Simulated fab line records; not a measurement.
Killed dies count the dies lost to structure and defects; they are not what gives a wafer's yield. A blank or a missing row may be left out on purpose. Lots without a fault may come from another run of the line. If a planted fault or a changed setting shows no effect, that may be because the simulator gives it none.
fab line records | flow nandHarc
[record] lots = 12 wafers = 36 lastDay = 33
route steps=1302 shown A_CONTACT@1041 END@1302
lots that met no fault: taken from a fault-free run of the same line
startH: hours from the record's first day to the start of the lot's first wafer shown | waitH: hours from the lot's prior step to this one | " identical to the entry in the row above | L1.1+2: one row covering several wafers at once | - no value, or no start was given | * or withheld: withheld | < > ~ a bound
route shown NAME@n: a module of which the file shows steps, and the number in the route of the first | usual: mean/standard deviation of fault-free wafers | same: alike in all rows | chamber/n: place in a boat | sites: each site's reading | _std_site: how widely they spread, as a standard deviation | _edge_site: mean of outer sites minus mean of inner sites | radiusMm: for every site, how far away it sits from the centre of the wafer | mask NAME#n: copy n | behind: tool/chamber where the wafer was last shaped | hold: cause of the lot's hold/its duration in hours/its outcome | device: transistor that didn't switch, given as n, p or np | end of line: tests of these same wafers at the route's end | step lacking rows: just its recipe | killed: the dies lost at the first sort to structure and to defects; this is not the yield of the wafer | map: per-die view of a wafer (x killed, . not killed, _ where there is no die)
set.NAME: the setting as run; set.NAME@STEP: as run at that earlier step | model.NAME: the simulator's own value behind a step, which no gauge read
one table for each step of the route and one row for each wafer, over a sample of lots
services: the hour from which a tool's chamber was out of use, counted from the record's first day as startH (under 0 if before that day), plus the number of hours and why
[[steps]]
[step NHARC_A_CONTACT_INSPECT_71]
[usual] rawDefectCount = 83/42
// columns lot.wafer tool chamber startH waitH rawDefectCount
L125.1 defectInspect-02 - 501.63 0.0 61
L125.2 " - " " 54
L125.4 " - " " 64
L127.1 defectInspect-02 - 530.25 0.0 67
L127.5 " - " " 57
L127.6 " - " " 61
L133.2 defectInspect-01 - 583.92 0.0 44
L133.4 " - " " 31
L133.6 " - " " 38
L135.3 defectInspect-02 - 600.66 0.0 144
L135.4 " - " " 163
L135.6 " - " " 146
L136.1 defectInspect-02 - 620.43 0.0 50
L136.2 " - " " 31
L136.6 " - " " 43
L138.2 defectInspect-01 - 635.08 0.0 96
L138.4 " - " " 107
L138.5 " - " " 93
L139.3 defectInspect-02 - 636.12 0.0 70
L139.4 " - " " 70
L139.5 " - " " 93
L141.2 defectInspect-02 - 680.11 0.0 139
L141.4 " - " " 154
L141.6 " - " " 137
L143.1 defectInspect-01 - 684.73 0.0 26
L143.2 " - " " 26
L143.4 " - " " 18
L142.2 defectInspect-01 - 690.24 0.0 136
L142.3 " - " " 143
L142.5 " - " " 127
L144.2 defectInspect-02 - 694.58 0.0 70
L144.5 " - " " 73
L144.6 " - " " 98
L147.3 defectInspect-01 - 729.24 0.0 12
L147.5 " - " " 15
L147.6 " - " " 15
[step NHARC_A_CONTACT_ETCH_77]
[recipe] targetDepthA = 1089 timeS = 54.5 cf4FlowSccm = 100 chf3FlowSccm = 30 arFlowSccm = 0 rfW = 500 biasW = 200 chemistry = CF4/CHF3
[usual] biasW = 199.9/0.5 cf4FlowSccm = 100.07/0.25 drypumpMotorCurrentA = 5.6/0.34 oesProductAu = 0.943/0.021 rfVppV = 371.9/2.2 showerheadPlenumPTorr = 1.61/0.059 throttleValvePct = 16.802/0.0091
// columns lot.wafer tool chamber startH waitH biasW cf4FlowSccm drypumpMotorCurrentA oesProductAu rfHoursCounterH rfVppV showerheadPlenumPTorr throttleValvePct
L125.4 rieDiel-03 0 - - 200.3 99.82 5.3 0.950 11 368.2 1.53 16.798
L125.1 " 1 " " 200.5 99.75 6.0 0.929 13 370.4 1.54 16.802
L125.2 " 2 " " 200.4 99.86 4.8 0.933 13 368.8 1.53 16.800
L127.1 rieDiel-03 0 - - 200.5 100.03 5.3 0.948 16 368.1 1.52 16.816
L127.5 " 3 " " 200.9 100.21 5.6 0.934 - 373.2 1.68 16.811
L127.6 " 0 " " 200.3 99.91 5.3 0.941 - 368.1 1.52 16.815
L133.4 rieDiel-08 1 - - 199.4 100.21 5.6 0.960 10 373.4 1.66 16.808
L133.2 " 2 " " 200.7 100.10 5.7 0.958 11 367.7 1.49 16.810
L133.6 " 0 " " 200.3 100.34 5.6 0.980 - 372.1 1.59 16.821
L135.3 rieDiel-08 0 - - 201.5 100.17 5.6 0.987 14 371.5 1.58 16.806
L135.4 " 2 " " 200.3 99.92 5.7 0.954 19 368.0 1.48 16.801
L135.6 " 3 " " 199.7 99.75 5.0 0.958 - 372.7 1.59 16.794
L136.1 rieDiel-12 1 - - 200.5 100.13 6.0 0.921 29 369.9 1.59 16.797
L136.2 " 3 " " 200.2 100.38 5.4 0.923 27 374.0 1.64 16.798
L136.6 " 1 " " 200.2 100.22 6.0 0.915 - 370.8 1.59 16.806
L138.2 rieDiel-12 3 - - 199.6 99.61 5.4 0.963 1 371.2 1.64 16.800
L138.5 " 0 " " 200.2 100.12 5.6 0.965 - 374.3 1.69 16.797
L138.4 " 1 " " 200.2 99.96 6.0 0.963 - 371.3 1.59 16.809
L139.4 rieDiel-08 0 - - 199.7 100.26 5.6 0.932 24 371.9 1.58 16.800
L139.3 " 1 " " 199.4 99.96 5.6 0.922 25 373.4 1.65 16.819
L139.5 " 1 " " 200.1 100.11 5.6 0.917 - 372.8 1.65 16.803
L141.2 rieDiel-08 2 - - 199.5 100.10 5.7 0.920 42 368.0 1.48 16.787
L141.4 " 3 " " 199.9 100.12 5.0 0.930 41 372.6 1.58 16.796
L141.6 " 0 " " 199.5 99.83 5.6 0.937 - 371.0 1.58 16.807
L143.2 rieDiel-12 2 - - 200.3 100.25 5.8 0.938 7 374.6 1.65 16.804
L143.1 " 3 " " 200.0 100.07 5.4 0.928 8 371.8 1.64 16.805
L143.4 " 3 " " 200.6 100.09 5.4 0.925 - 373.9 1.64 16.809
L142.3 rieDiel-12 1 - - 199.8 99.73 6.0 0.927 10 370.8 1.59 16.794
L142.2 " 2 " " 199.7 99.99 5.8 0.943 9 372.6 1.65 16.814
L142.5 " 0 " " 199.9 100.47 5.6 0.926 - 373.9 1.69 16.810
L144.2 rieDiel-03 0 - - 200.9 100.34 5.3 0.976 17 366.6 1.51 16.787
L144.5 " 0 " " 200.2 100.20 5.3 0.972 - 369.4 1.51 16.803
L144.6 " 1 " " 199.6 100.10 6.2 0.971 - 369.0 1.53 16.806
L147.3 rieDiel-12 3 - - 199.9 100.27 5.4 0.929 20 371.4 1.64 16.803
L147.5 " 1 " " 200.2 100.00 6.0 0.918 - 373.2 1.58 16.793
L147.6 " 2 " " 199.5 99.90 5.8 0.924 - 372.2 1.65 16.805
[step NHARC_A_CONTACT_ETCH_125]
[recipe] sourceW = withheld pressureMtorr = 20 biasV = 3000 timeS = 197 targetDepthA = 19180 arFlowSccm = withheld c4f8FlowSccm = withheld o2FlowSccm = withheld chemistry = C4F8/O2/Ar
[usual] chamberPressureMTorr = 20.002/0.021 oesAirLineAu = 1.001/0.02
// columns lot.wafer tool chamber startH waitH chamberPressureMTorr oesAirLineAu rfHoursCounterH
L125.2 harCapEtch-03 0 503.70 0.2 19.990 0.992 44
L125.1 " 1 " " 20.010 1.042 44
L125.4 " 1 " " 20.045 1.008 -
L127.1 harCapEtch-03 0 532.04 0.2 20.012 0.966 50
L127.6 " 0 " " 19.990 0.985 -
L127.5 " 1 " " 19.960 0.981 -
L133.2 harCapEtch-02 1 585.73 0.2 19.993 0.976 106
L133.4 " 0 " " 20.017 1.001 -
L133.6 " 0 " " 20.027 0.998 -
L135.3 harCapEtch-02 1 602.51 0.2 20.028 0.998 -
L135.4 " 0 " " 20.005 0.998 -
L135.6 " 0 " " 20.016 0.996 -
L136.2 harCapEtch-03 0 622.23 0.2 19.960 0.991 66
L136.1 " 1 " " 20.044 1.002 66
L136.6 " 1 " " 20.005 1.017 -
L138.2 harCapEtch-03 1 637.19 0.2 20.026 0.986 70
L138.4 " 0 " " 19.985 1.013 -
L138.5 " 1 " " 19.970 0.967 -
L139.3 harCapEtch-02 1 638.28 0.2 20.033 1.022 -
L139.4 " 0 " " 19.998 1.020 -
L139.5 " 1 " " 19.994 1.014 -
L141.2 harCapEtch-02 0 681.91 0.2 19.969 0.970 123
L141.4 " 1 " " 20.010 0.994 -
L141.6 " 1 " " 20.005 1.020 -
L143.1 harCapEtch-01 0 687.23 0.2 19.992 0.996 28
L143.2 " 1 " " 19.991 0.984 28
L143.4 " 1 " " 19.957 1.006 -
L142.2 harCapEtch-02 0 692.27 0.2 19.949 0.980 127
L142.3 " 1 " " 20.025 0.952 -
L142.5 " 0 " " 19.998 0.992 -
L144.2 harCapEtch-03 1 696.60 0.2 20.021 1.010 78
L144.6 " 0 " " 20.006 1.015 -
L144.5 " 1 " " 19.976 1.015 -
L147.3 harCapEtch-02 1 731.46 0.2 19.999 1.032 -
L147.6 " 1 " " 20.009 0.985 -
L147.5 " 0 " " 20.011 0.994 -
[step NHARC_A_CONTACT_ETCH_126]
[recipe] sourceW = withheld pressureMtorr = 20 biasV = 3000 timeS = 197 targetDepthA = 19180 arFlowSccm = withheld c4f8FlowSccm = withheld o2FlowSccm = withheld chemistry = C4F8/O2/Ar
[usual] chamberPressureMTorr = 20.001/0.02 oesAirLineAu = 1.000/0.019
// columns lot.wafer tool chamber startH waitH chamberPressureMTorr oesAirLineAu rfHoursCounterH
L125.2 harCapEtch-03 0 503.88 0.1 20.013 0.998 44
L125.1 " 1 " " 20.035 1.008 44
L125.4 " 1 " " 19.999 1.022 -
L127.1 harCapEtch-03 0 532.22 0.1 19.971 0.993 51
L127.6 " 0 " " 20.001 0.980 -
L127.5 " 1 " " 19.982 1.006 -
L133.2 harCapEtch-02 1 585.90 0.1 20.029 0.980 106
L133.4 " 0 " " 20.036 1.007 -
L133.6 " 0 " " 19.983 1.001 -
L135.3 harCapEtch-02 1 602.68 0.1 19.999 1.002 -
L135.4 " 0 " " 19.985 1.017 -
L135.6 " 0 " " 20.020 1.030 -
L136.2 harCapEtch-03 0 622.40 0.1 20.009 1.009 66
L136.1 " 1 " " 19.967 1.036 66
L136.6 " 1 " " 19.997 1.021 -
L138.2 harCapEtch-03 1 637.37 0.1 20.003 0.976 70
L138.4 " 0 " " 20.025 1.029 -
L138.5 " 1 " " 19.982 0.990 -
L139.3 harCapEtch-02 1 638.45 0.1 19.984 1.000 -
L139.4 " 0 " " 20.004 1.012 -
L139.5 " 1 " " 19.985 1.000 -
L141.2 harCapEtch-02 0 682.08 0.1 - - -
L141.4 " 1 " " - - -
L141.6 " 1 " " - - -
L143.1 harCapEtch-01 0 687.40 0.1 - - -
L143.2 " 1 " " - - -
L143.4 " 1 " " - - -
L142.2 harCapEtch-02 0 692.45 0.1 - - -
L142.3 " 1 " " - - -
L142.5 " 0 " " - - -
L144.2 harCapEtch-03 1 696.78 0.1 20.013 1.016 78
L144.6 " 0 " " 20.018 0.989 -
L144.5 " 1 " " 19.998 0.958 -
L147.3 harCapEtch-02 1 731.64 0.1 20.005 0.988 -
L147.6 " 1 " " 19.972 1.004 -
L147.5 " 0 " " 20.005 0.990 -
[step NHARC_END_SORT_01]
[recipe] tempC = 25
[usual] killedAtArray = 49/18 killedAtOther = 0.7/1.1 killedAtPeriphery = 4.0/2.6 killedDies = 54/19 killedOpen = 3.4/1.7 killedShort = 2.5/1.7
[same] grossDies = 677
// columns lot.wafer tool chamber startH waitH hold killedAtArray killedAtOther killedAtPeriphery killedDies killedOpen killedShort
L125.1 prober-02 0 559.38 2.5 - 30 1 6 37 2 5
L125.2 prober-02 0 560.18 2.8 - 49 0 4 53 4 4
L125.4 prober-02 0 561.79 3.4 - 46 1 9 56 4 2
L127.1 prober-01 0 590.29 2.5 - 46 2 0 48 3 2
L127.5 prober-01 0 593.54 3.8 - 46 0 3 49 8 1
L127.6 prober-01 0 594.35 4.1 - 39 1 3 43 3 6
L133.2 prober-01 0 646.21 2.8 - 42 3 1 46 1 1
L133.4 prober-01 0 647.81 3.4 - 26 1 5 32 3 0
L133.6 prober-01 0 649.42 4.0 - 36 1 6 43 5 2
L135.3 prober-01 0 660.26 3.1 - 64 0 6 70 2 0
L135.4 prober-01 0 661.06 3.4 - 90 0 4 94 4 2
L135.6 prober-01 0 662.66 4.0 - 66 1 6 73 4 1
L136.1 prober-02 0 679.06 2.5 - 39 0 4 43 4 6
L136.2 prober-02 0 679.87 2.8 - 25 0 4 29 4 1
L136.6 prober-02 0 683.13 4.1 - 31 0 7 38 3 5
L138.2 prober-01 0 693.28 2.8 - 59 1 5 65 3 3
L138.4 prober-01 0 694.89 3.4 - 53 1 3 57 3 1
L138.5 prober-01 0 695.69 3.7 - 64 2 7 73 4 1
L139.3 prober-02 0 694.04 3.1 - 50 1 0 51 5 1
L139.4 prober-02 0 694.83 3.4 - 50 0 5 55 3 2
L139.5 prober-02 0 695.63 3.7 - 57 0 7 64 4 1
L141.2 prober-01 0 735.81 2.8 awaitDispo/3.7h/scrap 672 0 5 677 5 5
L141.4 prober-01 0 737.40 3.4 awaitDispo/3.7h/scrap 670 1 6 677 6 3
L141.6 prober-01 0 738.98 4.0 awaitDispo/3.7h/scrap 674 1 2 677 2 4
L143.1 prober-01 0 743.69 2.5 awaitDispo/2.7h/scrap 676 0 1 677 0 2
L143.2 prober-01 0 744.49 2.8 awaitDispo/2.7h/scrap 673 0 4 677 4 3
L143.4 prober-01 0 746.11 3.4 awaitDispo/2.7h/scrap 675 0 2 677 3 1
L142.2 prober-01 0 752.71 2.8 awaitDispo/3.0h/scrap 675 0 2 677 2 1
L142.3 prober-01 0 753.53 3.1 awaitDispo/3.0h/scrap 670 0 7 677 2 1
L142.5 prober-01 0 755.16 3.8 awaitDispo/3.0h/scrap 673 0 4 677 4 0
L144.2 prober-01 0 760.54 2.8 - 40 2 0 42 2 3
L144.5 prober-01 0 762.97 3.7 - 46 0 0 46 1 4
L144.6 prober-01 0 763.78 4.0 - 63 0 2 65 4 2
L147.3 prober-01 0 792.16 3.2 - 16 1 5 22 4 3
L147.5 prober-01 0 793.78 3.8 - 21 0 4 25 3 2
L147.6 prober-01 0 794.59 4.1 - 32 0 5 37 5 7
// killed by level:class
L125.1 A_CHANNEL_HOLE_D2:chamberFilmFlake=16 A_CHANNEL_HOLE_D1:chamberFilmFlake=4 P_BONDPAD:chamberFilmFlake=3 A_CONTACT:chamberFilmFlake=3 P_GATE:geometricParticle:open=2 A_WL_FILL:geometricParticle:short=2 A_STAIRCASE:chamberFilmFlake=2 A_ONON_D2:geometricParticle:short=1
L125.2 A_CHANNEL_HOLE_D2:chamberFilmFlake=28 P_BONDPAD:chamberFilmFlake=4 A_STAIRCASE:chamberFilmFlake=4 A_CONTACT:chamberFilmFlake=4 A_WL_FILL:chamberFilmFlake=3 A_WL_FILL:geometricParticle:short=2 A_CHANNEL_HOLE_D1:chamberFilmFlake=2 A_CHANNEL_FILL_D1:geometricParticle:open=1
L125.4 A_CHANNEL_HOLE_D2:chamberFilmFlake=36 P_BONDPAD:chamberFilmFlake=9 A_WL_FILL:chamberFilmFlake=2 A_CHANNEL_FILL_D1:geometricParticle:short=1 A_ONON_D2:geometricParticle:open=1 A_CHANNEL_FILL_D2:geometricParticle:short=1 A_SLIT:geometricParticle:open=1 A_WL_FILL:geometricParticle:open=1
L127.1 A_SLIT:chamberFilmFlake=23 A_CHANNEL_HOLE_D2:chamberFilmFlake=6 A_STAIRCASE:chamberFilmFlake=6 A_CONTACT:chamberFilmFlake=5 THIN_TSV:chamberFilmFlake=2 A_SOURCE_PLATE:geometricParticle:short=1 A_CHANNEL_FILL_D1:geometricParticle:open=1 A_SGD_CUT:geometricParticle:short=1
L127.5 A_SLIT:chamberFilmFlake=28 A_STAIRCASE:chamberFilmFlake=5 A_WL_FILL:geometricParticle:open=2 A_BLC:geometricParticle:open=2 A_DECK1_JOINT:chamberFilmFlake=2 P_GATE:geometricParticle:open=1 P_CONTACT:geometricParticle:open=1 P_M1:geometricParticle:open=1
L127.6 A_SLIT:chamberFilmFlake=18 A_CHANNEL_HOLE_D2:chamberFilmFlake=6 A_DECK1_JOINT:geometricParticle:short=2 A_CHANNEL_HOLE_D1:chamberFilmFlake=2 A_CHANNEL_FILL_D2:chamberFilmFlake=2 A_CONTACT:chamberFilmFlake=2 P_GATE:geometricParticle:short=1 P_GATE:geometricParticle:open=1
L133.2 A_CHANNEL_HOLE_D2:chamberFilmFlake=15 A_CONTACT:chamberFilmFlake=10 A_CHANNEL_FILL_D2:chamberFilmFlake=5 A_SLIT:chamberFilmFlake=3 THIN_TSV:chamberFilmFlake=3 A_CHANNEL_HOLE_D1:chamberFilmFlake=2 A_DECK1_JOINT:chamberFilmFlake=2 A_STAIRCASE:chamberFilmFlake=2
L133.4 A_CHANNEL_HOLE_D2:chamberFilmFlake=14 P_GATE:chamberFilmFlake=4 A_CHANNEL_HOLE_D1:chamberFilmFlake=4 A_CONTACT:chamberFilmFlake=4 A_CHANNEL_HOLE_D1:geometricParticle:open=1 A_CHANNEL_HOLE_D2:geometricParticle:open=1 A_M1:geometricParticle:open=1 P_BONDPAD:chamberFilmFlake=1
L133.6 A_CHANNEL_HOLE_D2:chamberFilmFlake=12 A_CHANNEL_HOLE_D1:chamberFilmFlake=5 P_GATE:chamberFilmFlake=4 A_CHANNEL_FILL_D2:chamberFilmFlake=4 A_STAIRCASE:chamberFilmFlake=4 A_CONTACT:chamberFilmFlake=3 P_M0:geometricParticle:open=1 A_ONON_D1:geometricParticle:short=1
L135.3 A_SLIT:chamberFilmFlake=27 A_CHANNEL_HOLE_D1:chamberFilmFlake=16 A_CHANNEL_HOLE_D2:chamberFilmFlake=9 P_GATE:chamberFilmFlake=5 A_CONTACT:chamberFilmFlake=5 A_M0:chamberFilmFlake=3 P_CONTACT:geometricParticle:open=1 A_M0:geometricParticle:open=1
L135.4 A_CHANNEL_HOLE_D1:chamberFilmFlake=37 A_SLIT:chamberFilmFlake=21 A_CHANNEL_HOLE_D2:chamberFilmFlake=8 A_ZERO_WELL:chamberFilmFlake=4 A_M0:chamberFilmFlake=4 A_CONTACT:chamberFilmFlake=4 A_STAIRCASE:chamberFilmFlake=3 A_CHANNEL_FILL_D2:chamberFilmFlake=2
L135.6 A_SLIT:chamberFilmFlake=26 A_CHANNEL_HOLE_D1:chamberFilmFlake=15 A_CHANNEL_HOLE_D2:chamberFilmFlake=8 A_CONTACT:chamberFilmFlake=7 P_GATE:chamberFilmFlake=3 A_CHANNEL_FILL_D2:chamberFilmFlake=3 A_ZERO_WELL:chamberFilmFlake=2 P_GATE:geometricParticle:open=1
L136.1 A_CHANNEL_HOLE_D2:chamberFilmFlake=14 A_CHANNEL_HOLE_D1:chamberFilmFlake=7 A_STAIRCASE:chamberFilmFlake=5 A_ZERO_WELL:chamberFilmFlake=3 P_CONTACT:geometricParticle:open=2 A_CHANNEL_FILL_D2:geometricParticle:short=2 P_GATE:chamberFilmFlake=2 A_ONON_D1:geometricParticle:short=1
L136.2 A_CHANNEL_HOLE_D2:chamberFilmFlake=13 A_M0:geometricParticle:open=3 A_CHANNEL_HOLE_D1:chamberFilmFlake=3 P_GATE:chamberFilmFlake=2 A_ZERO_WELL:chamberFilmFlake=2 P_M0:geometricParticle:open=1 A_SGD_CUT:geometricParticle:short=1 P_STI:chamberFilmFlake=1
L136.6 A_CHANNEL_HOLE_D2:chamberFilmFlake=12 A_CHANNEL_HOLE_D1:chamberFilmFlake=8 A_STAIRCASE:chamberFilmFlake=2 A_CONTACT:chamberFilmFlake=2 P_CONTACT:geometricParticle:short=1 P_CONTACT:geometricParticle:open=1 P_M0:geometricParticle:short=1 P_M1:geometricParticle:open=1
L138.2 A_CHANNEL_HOLE_D2:chamberFilmFlake=23 A_CHANNEL_HOLE_D1:chamberFilmFlake=18 A_STAIRCASE:chamberFilmFlake=4 A_SLIT:chamberFilmFlake=4 P_GATE:chamberFilmFlake=3 A_CHANNEL_FILL_D2:geometricParticle:short=2 A_CONTACT:chamberFilmFlake=2 A_ONON_D1:geometricParticle:short=1
L139.3 A_SLIT:chamberFilmFlake=22 A_CONTACT:chamberFilmFlake=11 A_STAIRCASE:chamberFilmFlake=5 A_CHANNEL_HOLE_D1:chamberFilmFlake=4 A_ONON_D1:geometricParticle:open=2 A_CHANNEL_FILL_D2:geometricParticle:short=1 A_STAIRCASE:geometricParticle:open=1 A_SGD_CUT:geometricParticle:open=1
L139.4 A_SLIT:chamberFilmFlake=27 A_CONTACT:chamberFilmFlake=8 A_CHANNEL_HOLE_D1:chamberFilmFlake=6 A_ZERO_WELL:chamberFilmFlake=2 A_DECK1_JOINT:chamberFilmFlake=2 P_M0:geometricParticle:open=1 A_ONON_D1:geometricParticle:short=1 A_CHANNEL_FILL_D1:geometricParticle:open=1
L138.4 A_CHANNEL_HOLE_D2:chamberFilmFlake=25 A_CHANNEL_HOLE_D1:chamberFilmFlake=15 A_CONTACT:chamberFilmFlake=4 A_STAIRCASE:chamberFilmFlake=3 A_CHANNEL_FILL_D2:geometricParticle:open=2 A_WL_FILL:chamberFilmFlake=2 P_CONTACT:geometricParticle:open=1 A_DECK1_JOINT:geometricParticle:short=1
L139.5 A_SLIT:chamberFilmFlake=30 A_CONTACT:chamberFilmFlake=10 A_STAIRCASE:chamberFilmFlake=5 A_ZERO_WELL:chamberFilmFlake=4 P_GATE:chamberFilmFlake=3 A_DECK1_JOINT:chamberFilmFlake=3 P_M2:chamberFilmFlake=2 P_GATE:geometricParticle:open=1
L138.5 A_CHANNEL_HOLE_D1:chamberFilmFlake=31 A_CHANNEL_HOLE_D2:chamberFilmFlake=18 A_STAIRCASE:chamberFilmFlake=6 P_GATE:chamberFilmFlake=3 P_CONTACT:geometricParticle:open=2 P_ZERO_WELL:chamberFilmFlake=2 THIN_TSV:chamberFilmFlake=2 A_SLIT:chamberFilmFlake=2
L141.2 A_CONTACT:areaEtch=597 A_CHANNEL_HOLE_D1:chamberFilmFlake=35 A_CHANNEL_HOLE_D2:chamberFilmFlake=14 A_SLIT:chamberFilmFlake=13 A_ONON_D1:geometricParticle:short=3 P_STI:chamberFilmFlake=3 A_CONTACT:chamberFilmFlake=3 A_CHANNEL_FILL_D1:geometricParticle:open=2
L141.4 A_CONTACT:areaEtch=577 A_CHANNEL_HOLE_D1:chamberFilmFlake=44 A_SLIT:chamberFilmFlake=26 A_CHANNEL_HOLE_D2:chamberFilmFlake=12 A_CONTACT:chamberFilmFlake=4 P_STI:chamberFilmFlake=3 P_CONTACT:geometricParticle:open=2 P_M0:geometricParticle:open=1
L141.6 A_CONTACT:areaEtch=600 A_CHANNEL_HOLE_D1:chamberFilmFlake=32 A_SLIT:chamberFilmFlake=16 A_CHANNEL_HOLE_D2:chamberFilmFlake=9 A_CONTACT:chamberFilmFlake=6 A_STAIRCASE:chamberFilmFlake=2 A_SOURCE_PLATE:geometricParticle:open=1 A_ONON_D1:geometricParticle:open=1
L143.1 A_CONTACT:areaEtch=656 A_CHANNEL_HOLE_D1:chamberFilmFlake=7 A_SLIT:chamberFilmFlake=7 A_STAIRCASE:chamberFilmFlake=2 A_ONON_D1:geometricParticle:short=1 A_ONON_D2:geometricParticle:short=1 P_BONDPAD:chamberFilmFlake=1 A_WL_FILL:chamberFilmFlake=1
L143.2 A_CONTACT:areaEtch=644 A_CHANNEL_HOLE_D1:chamberFilmFlake=14 A_SLIT:chamberFilmFlake=3 A_WL_FILL:chamberFilmFlake=3 P_GATE:chamberFilmFlake=2 A_STAIRCASE:chamberFilmFlake=2 P_M0:geometricParticle:short=1 A_ONON_D1:geometricParticle:short=1
L143.4 A_CONTACT:areaEtch=656 A_CHANNEL_HOLE_D1:chamberFilmFlake=7 A_SLIT:chamberFilmFlake=4 A_STAIRCASE:chamberFilmFlake=3 P_CONTACT:geometricParticle:short=1 A_CHANNEL_HOLE_D2:geometricParticle:open=1 A_WL_FILL:geometricParticle:open=1 A_M0:geometricParticle:open=1
L142.2 A_CONTACT:areaEtch=612 A_CHANNEL_HOLE_D2:chamberFilmFlake=22 A_SLIT:chamberFilmFlake=16 A_CHANNEL_HOLE_D1:chamberFilmFlake=12 A_CONTACT:chamberFilmFlake=6 A_BLC:chamberFilmFlake=3 P_M0:geometricParticle:open=1 A_CHANNEL_FILL_D2:geometricParticle:open=1
L142.3 A_CONTACT:areaEtch=594 A_CHANNEL_HOLE_D1:chamberFilmFlake=28 A_SLIT:chamberFilmFlake=19 A_CHANNEL_HOLE_D2:chamberFilmFlake=17 P_ZERO_WELL:chamberFilmFlake=3 P_BONDPAD:chamberFilmFlake=3 A_CONTACT:chamberFilmFlake=3 A_ZERO_WELL:chamberFilmFlake=2
L142.5 A_CONTACT:areaEtch=595 A_CHANNEL_HOLE_D1:chamberFilmFlake=33 A_SLIT:chamberFilmFlake=18 A_CHANNEL_HOLE_D2:chamberFilmFlake=11 A_CONTACT:chamberFilmFlake=7 P_ZERO_WELL:chamberFilmFlake=3 A_CHANNEL_FILL_D2:chamberFilmFlake=2 A_BLC:chamberFilmFlake=2
L144.2 A_SLIT:chamberFilmFlake=18 A_CHANNEL_HOLE_D1:chamberFilmFlake=5 A_CHANNEL_HOLE_D2:chamberFilmFlake=4 A_STAIRCASE:chamberFilmFlake=3 A_CONTACT:chamberFilmFlake=3 A_WL_FILL:geometricParticle:short=2 A_DECK1_JOINT:chamberFilmFlake=2 A_CHANNEL_FILL_D1:geometricParticle:open=1
L144.5 A_SLIT:chamberFilmFlake=15 A_CHANNEL_HOLE_D1:chamberFilmFlake=11 A_STAIRCASE:chamberFilmFlake=6 A_CHANNEL_HOLE_D2:chamberFilmFlake=4 A_CONTACT:chamberFilmFlake=4 A_CHANNEL_HOLE_D1:geometricParticle:short=1 A_CHANNEL_FILL_D1:geometricParticle:short=1 A_DECK1_JOINT:geometricParticle:short=1
L144.6 A_SLIT:chamberFilmFlake=28 A_CHANNEL_HOLE_D1:chamberFilmFlake=10 A_CHANNEL_HOLE_D2:chamberFilmFlake=8 A_STAIRCASE:chamberFilmFlake=7 A_CONTACT:chamberFilmFlake=3 A_ONON_D1:geometricParticle:short=2 A_ONON_D1:geometricParticle:open=1 A_WL_FILL:geometricParticle:open=1
L147.3 A_CONTACT:chamberFilmFlake=5 A_SLIT:chamberFilmFlake=4 P_CONTACT:geometricParticle:open=1 P_M2:geometricParticle:short=1 P_BONDPAD:geometricParticle:short=1 A_SOURCE_PLATE:geometricParticle:short=1 A_DECK1_JOINT:geometricParticle:open=1 A_CONTACT:geometricParticle:open=1
L147.5 A_CONTACT:chamberFilmFlake=11 A_SLIT:chamberFilmFlake=4 P_BONDPAD:chamberFilmFlake=2 P_CONTACT:geometricParticle:short=1 A_ONON_D1:geometricParticle:open=1 A_ONON_D1:geometricParticle:short=1 A_CHANNEL_FILL_D1:geometricParticle:open=1 A_CHANNEL_FILL_D2:geometricParticle:open=1
L147.6 A_SLIT:chamberFilmFlake=9 A_CONTACT:chamberFilmFlake=9 A_CHANNEL_FILL_D1:geometricParticle:open=2 P_BONDPAD:chamberFilmFlake=2 A_DECK1_JOINT:chamberFilmFlake=2 P_CONTACT:geometricParticle:open=1 P_M0:geometricParticle:short=1 A_CHANNEL_FILL_D1:geometricParticle:short=1
[[services]]
// columns tool chamber startH hours kind
rieDiel-12 0 478.90 - clean
rieDiel-12 1 478.90 - clean
rieDiel-12 2 478.90 - clean
rieDiel-12 3 478.90 - clean
harCapEtch-01 - 497.00 17.0 pm
rieDiel-12 0 503.40 - clean
rieDiel-12 1 503.40 - clean
rieDiel-12 2 503.40 - clean
rieDiel-12 3 503.40 - clean
rieDiel-12 0 527.90 - clean
rieDiel-12 1 527.90 - clean
rieDiel-08 1 542.38 3.7 repair
rieDiel-08 - 545.21 9.0 pm
harCapEtch-03 - 564.55 2.6 repair
rieDiel-12 1 577.49 3.9 repair
rieDiel-12 3 581.30 1.6 repair
rieDiel-12 - 622.40 9.0 pm
rieDiel-03 - 635.56 9.0 pm
rieDiel-08 1 648.37 9.1 repair
rieDiel-08 - 650.22 0.5 repair
rieDiel-08 - 666.91 0.3 repair
rieDiel-12 0 673.93 16.8 repair
rieDiel-03 3 678.19 6.5 repair
rieDiel-08 - 722.21 9.0 pm
[[key]]
[firstSign] step = NHARC_A_CONTACT_ETCH_126 reading = toolRecord direction = missing
[effect] step = NHARC_END_SORT_01 reading = killedAtArray direction = up sigmas = 34 usual = 49 struck = 673
[moreKillsBornAt] NHARC_A_CONTACT_ETCH_126@harCapEtch-02 = 3575 NHARC_A_CONTACT_ETCH_126@harCapEtch-01 = 1956
metAt NHARC_A_CONTACT_ETCH_126
struckLots L141,L142,L143
laterRowsLeftOut L141.2,L141.4,L141.6,L142.2,L142.3,L142.5,L143.1,L143.2,L143.4
testerLeftOut L141,L142,L143
notActingAt NHARC_A_CONTACT_INSPECT_71,NHARC_A_CONTACT_ETCH_77,NHARC_A_CONTACT_ETCH_125
onsetBetween 638.45 682.08
[fault] kind = skippedStepWhole tool = harCapEtch-01,harCapEtch-02 chamber = - onsetH = 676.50 steps = NHARC_A_CONTACT_ETCH_126 scope = struckLotsOnly
// testerLeftOut: of these lots the tester's yield and bins aren't shown, on N5 and GAA mostly nor the transistor test; their killed dies are dies lost to structure and defects alone, not to doping, threshold or leakage, so they don't give the yield
// laterRowsLeftOut: the simulator's readings of these wafers behind a module that went badly wrong aren't trusted and aren't shown, but for the sort
